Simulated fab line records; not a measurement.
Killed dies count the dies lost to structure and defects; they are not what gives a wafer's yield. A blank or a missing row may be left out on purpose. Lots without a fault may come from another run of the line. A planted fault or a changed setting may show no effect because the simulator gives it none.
8D (eight disciplines) problem report, filled in by code ; flow nand harc ; the parts of the form that need people (team, actions taken, sign-off) are left out

== 1. PROBLEM STATEMENT ==
sort_bin_3_pct at NHARC_END_SORT_01 reads a mean of 5.09 % on 6 wafers of 2 lots; wafers without a fault read 0.23 % with a standard deviation of 0.2. That puts it +24 standard deviations away from the usual mean.
First seen on wafer L570.1, day 22 00:20, on prober-01. At this step, 12 wafers from 4 lots have a number in the record. Rule for "out" (also "out of limits"): further than 4 standard deviations from the usual mean. Any other wafer with a number is counted as sound.

== 2. WHAT IT IS, WHAT IT ISN'T ==
question;is;is not
which readings at this step;sort_bin_3_pct;killed at other, killed at periphery, killed open, killed short
which lots;L570, L571;L560, L576
which wafers of those lots;all that have a number;-
read on which gauges;prober-01, prober-02;-
when;from day 22 00:20;"up to then (3 sound wafers); but 3 sound wafers of L576 came after"

== 3. SUSPECTS, AND WHAT RULES EACH OUT ==
Counting: a tool at a process step up to the reading stays a suspect if it ran every lot that is out and no sound lot after the first of them.
- ruled out: the gauge at NHARC_END_SORT_01. Those wafers that are out were read across 2 gauges (prober-01, prober-02).
- wet bench-10 at NHARC_A_BONDPAD_STRIP_16 (strips in post etch residue remover, time 600 s): kept. It processed each lot that is out, first L571 at day 20 18:05, and no sound lot thereafter; up to then, the last sound lot it processed was L560 at day 18 02:37.
- pvd sputter-01 at NHARC_A_BONDPAD_PVD_27 (deposits Cu, target thk 30 nm, time 20.49 s): kept. It ran every lot that is out, first L571 (day 20 19:40), and no sound lot after that. With no start given for some of its lots, NHARC_A_BONDPAD_PVD_27 uses the hours and lot order of NHARC_A_BONDPAD_ANNEAL_28.
- rtp anneal-01 at NHARC_A_BONDPAD_ANNEAL_28 (time 90 s): ruled out as a lasting fault. Following L571 (day 20 19:40), the first lot on it that is out, the sound lots L576 were run on it.
- rie diel-13 at NHARC_HYBRID_BOND_ACTIVATE_00 (chemistry N2, time 60 s): ruled out as a lasting fault. Following L571 (day 20 20:34), the first lot on it that is out, the sound lots L576 were run on it.
What counting leaves: wet bench-10 at NHARC_A_BONDPAD_STRIP_16 and pvd sputter-01 at NHARC_A_BONDPAD_PVD_27.

== 4. THE CAUSE (what the simulator had put in) ==
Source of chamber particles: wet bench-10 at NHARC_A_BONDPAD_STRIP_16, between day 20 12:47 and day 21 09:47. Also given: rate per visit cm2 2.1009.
2 suspects survive the count, and this tool is in that group.

== 5. SEQUENCE OF EFFECTS, ordered by route ==
One row per reading whose mean, taken over the struck wafers that have a number, lies over 3 standard deviations from the usual. Only readings for which the record gives a usual standard deviation are gone through. hours: the time from each lot's start at the first step in this table that gives one to its start at this step, as a median over the lots. sigmas: the change in usual standard deviations.
hours;step;reading;usual;on struck wafers;change;sigmas
0;NHARC_END_SORT_01;defect limited yield;95.7 %;85.4;-10.3;-6.8
0;NHARC_END_SORT_01;killed at array;26;97;+71;+7.1
0;NHARC_END_SORT_01;killed dies;29;99;+70;+7.0
0;NHARC_END_SORT_01;sort_bin_2_pct;1.3 %;5.5;+4.2;+7.7
0;NHARC_END_SORT_01;sort_bin_3_pct;0.23 %;5.09;+4.86;+24
0;NHARC_END_SORT_01;sort n pass;648;578;-70;-7.0
0;NHARC_END_SORT_01;sort yield pct;95.7 %;85.4;-10.3;-6.8

== 6. HOW IT WOULD HAVE BEEN CAUGHT EARLIER ==
36 hours passed between the start of the fault at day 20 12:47 and the first reading out of limits at a measuring or inspecting step in this record, taken at day 22 00:20.
Lots out: 2; all had begun NHARC_A_BONDPAD_STRIP_16 on wet bench-10 by day 22 00:20. None of them would have been spared by holding the tool at that moment.
